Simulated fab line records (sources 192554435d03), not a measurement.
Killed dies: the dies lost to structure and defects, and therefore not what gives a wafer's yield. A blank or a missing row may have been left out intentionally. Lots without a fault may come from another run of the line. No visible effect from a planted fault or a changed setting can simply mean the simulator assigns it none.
A struck lot beside a sound one + flow n5-finfet + 36 steps out of a route of 1938
Sound: wafers L961.1, L961.4, L961.5. The struck wafers were L962.1, L962.2, L962.6. At the end, the cause is stated.
Per side, at each step with rows, come the tool, then ch with its chambers, and then its first start. Under that, the readings that differ: sound wafers + struck wafers + difference of the means + sigmas: that difference in standard deviations of wafers without a fault.
alike: readings whose means differ by less than 2 such deviations, and words and numbers that are the same on both sides. not compared: withheld readings, readings that some wafer has no value for, bounds like >300 that may hide the same value, and numbers for which the record gives no deviation and whose values overlap.
The two part at a step that has a row with sigmas, a row that says differs or no value, or rows on one side only. When numbers do not overlap yet have no deviation, they are printed without sigmas and do not part them. A reading that every wafer of one side lacks parts them only if that side has two wafers or more.

first, 9 steps without rows for these wafers: N5_BEOL_M4_ANNEAL_95 (time 240 s); N5_BEOL_M4_SPUTTER_96 (material Cu, target thk 4.5 nm, time 8.29 s); N5_BEOL_M4_ECD_50 (material Cu, target thk 300 nm); N5_BEOL_M4_ANNEAL_51 (time 90 s); N5_BEOL_M4_CMP_52 (polishes, stops on SiOC, t overpolish 6.8 s, target thk 40 nm); N5_BEOL_M4_PRE_CLEAN_60 (time 15 s); N5_BEOL_M4_CO_CAP_55 (material Co, precursor CCTBA/H2, target thk 2 nm, time 102.1 s); N5_BEOL_M4_PRE_CLEAN_56 (time 15 s); N5_BEOL_M4_DEP_57 (deposits SiCN from 3MS/NH3, target thk 8 nm, time 14 s).
N5_BEOL_M4_RC_MEAS_101:
  sound on prober-02 ch 0, day 14 01:43; struck on prober-01 ch 0, day 14 01:17
| reading       | sound       | struck      | difference | sigmas |
|---------------|-------------|-------------|------------|--------|
| ION_N (uA/um) | 664 675 684 | 641 661 649 | -24        | -2     |
| ION_P (uA/um) | 461 469 465 | 444 454 450 | -16        | -2     |
  alike: DIBL_N, DIBL_P, IOFF_N, IOFF_P, SS_N, SS_P, VT_N, VT_P
then, 24 steps without rows for these wafers: N5_BEOL_M5_ILD_DEP_00 (deposits SiCOH lowk from DEMS/porogen, target thk 140.64 nm, time 25.9 s); N5_BEOL_M5_CURE_79 (cures SiCOH lowk, time 240 s); N5_BEOL_M5_PECVD_70 (deposits SiO2 from TEOS/O2, target thk 16 nm, time 18 s); N5_BEOL_M5_HM_DEP_02 (deposits TiN, target thk 20 nm); N5_BEOL_M5_COAT_59 (time 60 s, resist thk 60 nm); N5_BEOL_M5_COAT_60 (time 60 s, resist thk 12 nm); N5_BEOL_M5_COAT_71 (time 60 s, resist thk 5 nm); N5_BEOL_M5_COAT_05 (resist thk 30 nm); N5_BEOL_M5_EBR_07; N5_BEOL_M5_SOFTBAKE_06 (time 60 s); N5_BEOL_M5_EXPOSE_08 (exposes mask M5, target cd 28 nm); N5_BEOL_M5_PEB_09 (peb time 60 s); N5_BEOL_M5_DEVELOP_10 (develop time 30 s); N5_BEOL_M5_DESCUM_16 (chemistry O2, time 7 s); N5_BEOL_M5_ETCH_72 (etches underlayer in N2/H2, target depth 6.5 nm, time 5.2 s); N5_BEOL_M5_ETCH_61 (etches SiARC in CF4, target depth 15.6 nm, time 26 s); N5_BEOL_M5_ETCH_62 (etches SOC in N2/H2, target depth 75 nm, overetch 15 nm, time 112.5 s); N5_BEOL_M5_STRIP_63 (strips in N2/H2); N5_BEOL_M5_STRIP_73 (strips in N2/H2); N5_BEOL_M5_STRIP_64 (strips in CF4); N5_BEOL_M5_HM_OPEN_17 (chemistry Cl2/BCl3, target TiN, target depth 20 nm, overetch 6 nm); N5_BEOL_M5_STRIP_19 (strips in O2); N5_BEOL_M5_COAT_65 (time 60 s, resist thk 60 nm); N5_BEOL_M5_COAT_66 (time 60 s, resist thk 12 nm).
-- here the record skips 4 days between the struck wafers' starts before and after, leaving off in module BEOL_M5 and picking up in module PASSIVATION (first step shown: number 1915 of the route) --
N5_PASSIVATION_PECVD_53: deposits SiO2 from TEOS/O2, target thk 800 nm, time 169.4 s.
  sound on pecvd-04 ch 0,2, day 18 11:56; struck on pecvd-01 ch 0,2, day 18 06:28
  no value came back on the struck wafers for chamber-pressure-Torr (Torr), run-length-s (s); on the sound wafers chamber-pressure-Torr (Torr) reads 6.513 6.488 6.511
  not compared: since-wet-clean-h
N5_PASSIVATION_PROBE_49:
  sound on prober-01 at day 18 15:39; struck on prober-01 at day 18 10:26
| reading                  | sound          | struck         | difference | sigmas      |
|--------------------------|----------------|----------------|------------|-------------|
| defect-limited-yield (%) | 94.7 92.5 92.5 | 0 0 0          | -93        | -67         |
| killed-at-front-end      | 34 43 45       | 3 14 7         | -33        | -3          |
| killed-at-other          | 1 5 0          | 1166 1152 1159 | +1157      | +99 or more |
| killed-dies              | 62 89 88       | 1180 1180 1180 | +1100      | +65         |
| killed-on-rim            | 9 15 11        | 152 152 152    | +140       | +35         |
| killed-open              | 37 57 61       | 12 21 20       | -34        | -3          |
| killed-short             | 24 30 26       | 3 12 6         | -20        | -3          |
| sort_bin_5_function (%)  | 3.1 5.3 4.9    | 73.7 73.2 72.4 | +68.7      | +71         |
| sort-n-pass              | 1118 1091 1092 | 0 0 0          | -1100      | -65         |
| sort-yield-pct (%)       | 94.7 92.5 92.5 | 0 0 0          | -93        | -67         |
  alike: killed_at_M0_to_M3, killed_at_M4_up, killed-at-contacts, sort_bin_6_memory

## WHERE THEY PART
At N5_BEOL_M4_RC_MEAS_101 first; at N5_PASSIVATION_PROBE_49 last (within this record only).

WHY: what had been put in by the simulator
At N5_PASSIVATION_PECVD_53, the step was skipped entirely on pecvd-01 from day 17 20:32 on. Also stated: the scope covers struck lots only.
